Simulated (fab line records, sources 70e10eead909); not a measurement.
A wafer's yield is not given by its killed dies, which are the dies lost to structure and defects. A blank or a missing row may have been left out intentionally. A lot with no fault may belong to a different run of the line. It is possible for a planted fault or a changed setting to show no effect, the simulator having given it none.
Struck lot and sound lot, side by side + flow nand-harc + 39 out of 1159 route steps
Sound: wafers L287.2, L287.4, L287.6. Struck: wafers L293.4, L293.5 (left out: L293.6, a lot-mate that was not struck); the cause follows at the end.
Each step with rows lists, per side, the tool, then ch with its chambers, then its first start. Under that, the readings that differ: sound wafers + struck wafers + difference of the means + sigmas: that difference in standard deviations of wafers without a fault.
alike: a reading whose means differ by less than 2 such deviations, as well as words and numbers matching on both sides. not compared: withheld readings; readings where some wafer has no value; bounds like >300 that might hide an equal value; numbers whose values overlap and for which the record gives no deviation.
A row with sigmas, a row that says differs or no value, or rows on one side alone: a step with any of these is where the two part. Numbers that have no deviation but don't overlap get no sigmas and don't part them. Lack of a reading on every wafer of one side parts them only where that side has two or more wafers.

first, 1 step without rows for these wafers: NHARC_P_BONDPAD_HARDBAKE_10 (time 65 s).
NHARC_P_BONDPAD_DESCUM_11: chemistry O2, time 3 s.
  sound on rie-diel-10 ch 0,3, day 7 08:28; struck on rie-diel-08 ch 2, day 8 23:25
  alike: drypump-motor-current-A, oes-product-au, rf-vpp-V, showerhead-plenum-p-Torr, throttle-valve-pct
  not compared: rf-hours-counter-h
then, 2 steps without rows for these wafers: NHARC_P_BONDPAD_ETCH_37 (etches the open film in N2/H2, target depth 60 nm, overetch 18 nm, time 65.91 s); NHARC_P_BONDPAD_ETCH_12 (etches the open film in CHF3/O2, target depth 200 nm, time 100 s).
NHARC_P_BONDPAD_CD_MEAS_13:
  struck on cd-sem-02, day 8 23:44; sound on cd-sem-03, day 7 08:46
  alike: cd-nm
then, 3 steps without rows for these wafers: NHARC_P_BONDPAD_STRIP_15 (strips in O2); NHARC_P_BONDPAD_ETCH_24 (etches the open film in CF4/N2, target depth 30 nm, time 72.99 s); NHARC_P_BONDPAD_STRIP_16 (strips in post etch residue remover, time 600 s).
NHARC_P_BONDPAD_DEGAS_25: time 60 s.
  struck on pvd-sputter-03, day 9 00:23; sound on pvd-sputter-03, day 7 09:26
  alike: heater-power-w
then, 3 steps without rows for these wafers: NHARC_P_BONDPAD_PRE_CLEAN_26 (time 30 s); NHARC_P_BONDPAD_PVD_17 (deposits TaN, target thk 5 nm, time 8.06 s); NHARC_P_BONDPAD_PVD_27 (deposits Cu, target thk 30 nm, time 20.49 s).
NHARC_P_BONDPAD_ECD_18: material Cu, target thk 400 nm.
  sound on ecd-cu-01 ch 0,1, day 7 09:52; struck on ecd-cu-01 ch 0,1, day 9 00:52
then, 1 step without rows for these wafers: NHARC_P_BONDPAD_ANNEAL_28 (time 90 s).
NHARC_P_BONDPAD_CMP_19: polishes, t overpolish 30 s, cu recess touch 16 s, target thk 160.81 nm.
  sound on cmp-03 ch 0,1,2, day 7 10:35; struck on cmp-04 ch 0,1, day 9 01:31
  alike: edge-zone-pressure-frac, motor-current-A, overpolish-run-s
  not compared: pad-life-wafers
then, 1 step without rows for these wafers: NHARC_P_BONDPAD_SRD_21 (time 30 s, dry time 20 s).
NHARC_P_BONDPAD_INSPECT_23:
  struck on defect-inspect-01, day 9 01:59; sound on defect-inspect-02, day 7 11:04
  alike: raw-defect-count
then, 3 steps without rows for these wafers: NHARC_P_BONDPAD_ACTIVATE_29 (chemistry N2, time 60 s); NHARC_P_BONDPAD_PRECLEAN_30 (cleans in DIW, time 300 s); NHARC_P_BONDPAD_SRD_31 (time 30 s, dry time 20 s).
NHARC_A_START_INSPECT_01:
  the record has rows for the sound wafers here (defect-inspect-02, day 7 11:32) and none for the struck ones
then, 11 steps without rows for these wafers: NHARC_A_ZERO_WELL_PRECLEAN_00 (cleans in SPM, time 600 s); NHARC_A_ZERO_WELL_SRD_01; NHARC_A_ZERO_WELL_DEHYDRATE_02 (time 120 s); NHARC_A_ZERO_WELL_HMDS_03 (time 30 s); NHARC_A_ZERO_WELL_COAT_18 (time 65 s); NHARC_A_ZERO_WELL_COAT_04 (resist thk 600 nm); NHARC_A_ZERO_WELL_SOFTBAKE_05 (time 70 s); NHARC_A_ZERO_WELL_EBR_06; NHARC_A_ZERO_WELL_EXPOSE_07 (exposes mask A ZERO); NHARC_A_ZERO_WELL_PEB_08 (peb time 80 s); NHARC_A_ZERO_WELL_DEVELOP_09 (time 50 s).
NHARC_A_ZERO_WELL_CD_MEAS_10: the cd target is 2000 nm.
  the record has rows for the sound wafers here (cd-sem-03 ch 0, day 7 12:23) and none for the struck ones
then, 1 step without rows for these wafers: NHARC_A_ZERO_WELL_HARDBAKE_11 (time 65 s).
NHARC_A_ZERO_WELL_DESCUM_12: chemistry O2, time 3 s.
  the record has rows for the sound wafers here (rie-diel-03 ch 0,1,3, day 7 12:32) and none for the struck ones
then, 1 step without rows for these wafers: NHARC_A_ZERO_WELL_ETCH_19 (etches the open film in N2/H2, target depth 80 nm, overetch 24 nm, time 87.88 s).
NHARC_A_ZERO_WELL_ETCH_13: etches the open film in HBr/Cl2, target depth 120 nm, time 40.1 s.
  the record has rows for the sound wafers here (rie-si-04 ch 0,1,2, day 7 12:44) and none for the struck ones
then, 1 step without rows for these wafers: NHARC_A_ZERO_WELL_STRIP_14 (strips in SPM, time 900 s).
-- record jumps: 13 days between struck wafers' starts before vs after; left off in module A_ZERO_WELL, resumes in module END, first step shown is number 1159 of the route --
NHARC_END_SORT_01:
  sound on prober-02 ch 0, day 20 07:08; struck on prober-02 ch 0, day 21 23:43
| reading                  | sound          | struck    | difference | sigmas      |
|--------------------------|----------------|-----------|------------|-------------|
| defect-limited-yield (%) | 96.6 98.1 96.2 | 0 0       | -97        | -65         |
| killed-at-periphery      | 0 1 3          | 648 649   | +647       | +99 or more |
| killed-dies              | 23 13 26       | 677 677   | +656       | +66         |
| sort_bin_2_pct (%)       | 1.5 0.9 1.3    | 96.0 97.0 | +95.3      | +99 or more |
| sort-n-pass              | 654 664 651    | 0 0       | -656       | -66         |
| sort-rim-yield-pct (%)   | 95.3 98.1 94.3 | 0 0       | -96        | -46         |
| sort-yield-pct (%)       | 96.6 98.1 96.2 | 0 0       | -97        | -65         |
  alike: killed-at-array, killed-at-other, killed-open, killed-short, sort_bin_3_pct, sort_bin_4_pct

## WHERE THEY PART
Earliest at NHARC_A_START_INSPECT_01; latest, in this record, at NHARC_END_SORT_01.

WHY: what the simulator had put in
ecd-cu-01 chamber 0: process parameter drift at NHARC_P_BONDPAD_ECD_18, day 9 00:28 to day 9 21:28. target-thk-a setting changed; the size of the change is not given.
